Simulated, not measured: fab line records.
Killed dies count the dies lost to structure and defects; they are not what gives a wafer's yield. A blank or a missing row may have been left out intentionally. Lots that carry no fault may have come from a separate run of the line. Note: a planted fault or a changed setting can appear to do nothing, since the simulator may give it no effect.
Which tool is to blame? ; flow nand harc ; 7 lots, 19 wafers sampled, at 5 steps of a route of 1159

WHAT EACH GAUGE READ, for each wafer
NHARC_END_SORT_01.
lot;measured;on;killed at array
L422;day 23 14:16;prober-02;203 236
L424;day 24 03:43;prober-01;40 327

WHAT TOOL EACH LOT RAN ON (gives the tool, then ch and the chambers of the sampled wafers, and finally the start)
lot;NHARC_A_CONTACT_ETCH_51;NHARC_A_CONTACT_ETCH_114;NHARC_A_CONTACT_ETCH_115;NHARC_A_CONTACT_ETCH_118
L408;rie diel-08 ch 1,2,3, day 16 14:23;har cap etch-03 ch 0,1, day 16 15:20;har cap etch-03 ch 0,1, day 16 15:26;har cap etch-03 ch 0,1, day 16 15:42
L410;rie diel-05 ch 0,3, day 16 23:26;har cap etch-02 ch 0,1, day 17 00:25;har cap etch-02 ch 0,1, day 17 00:30;har cap etch-02 ch 0,1, day 17 00:47
L413;rie diel-05 ch 0,1,2, day 17 20:42;har cap etch-01 ch 0,1, day 17 21:41;har cap etch-01 ch 0,1, day 17 21:46;har cap etch-01 ch 0,1, day 17 22:02
L419;rie diel-11 ch 0,1,3, day 19 04:13;har cap etch-03 ch 0,1, day 19 05:16;har cap etch-03 ch 0,1, day 19 05:21;har cap etch-03 ch 0,1, day 19 05:38
L417;rie diel-05 ch 0,2,3, day 19 09:35;har cap etch-01 ch 1, day 19 10:39;har cap etch-01 ch 1, day 19 10:44;har cap etch-01 ch 1, day 19 11:01
L422;rie diel-11 ch 1,3, day 19 23:01;har cap etch-02 ch 1, day 19 23:57;har cap etch-02 ch 1, day 20 00:02;har cap etch-02 ch 1, day 20 00:19
L424;rie diel-11 ch 1,2, day 21 05:34;har cap etch-01 ch 1, day 21 06:32;har cap etch-01 ch 1, day 21 06:37;har cap etch-01 ch 1, day 21 06:54
- NHARC_A_CONTACT_ETCH_51: etches the open film in O2/COS, target depth 3600 nm, time 936 s.
- NHARC_A_CONTACT_ETCH_114: etches the open film in C4F8/O2/Ar, time 94 s, target depth 922 nm.
- NHARC_A_CONTACT_ETCH_115: etches the open film in C4F8/O2/Ar, time 94 s, target depth 922 nm.
- NHARC_A_CONTACT_ETCH_118: etches the open film in C4F8/O2/Ar, time 94 s, target depth 922 nm.

THE ANSWER, worked out from the rows above alone
Rule: usual is defined by the lots themselves. Put in order of their means at a reading, lots are off if they are a third of the lots or fewer, leave a main group of 4 or more, and stand apart from it by a gap of 3 or more times the standard deviation of the main group's means; of several such gaps the widest counts. If all means in a main group match to the digits the tables above print for the reading, that group is not used. Also off: a lot with no number at a reading for which 4 or more lots have one. The other lots that the step has rows for count as sound.
Nothing can be told from this: no lot is off at any reading shown.

WHAT WAS PUT IN BY THE SIMULATOR
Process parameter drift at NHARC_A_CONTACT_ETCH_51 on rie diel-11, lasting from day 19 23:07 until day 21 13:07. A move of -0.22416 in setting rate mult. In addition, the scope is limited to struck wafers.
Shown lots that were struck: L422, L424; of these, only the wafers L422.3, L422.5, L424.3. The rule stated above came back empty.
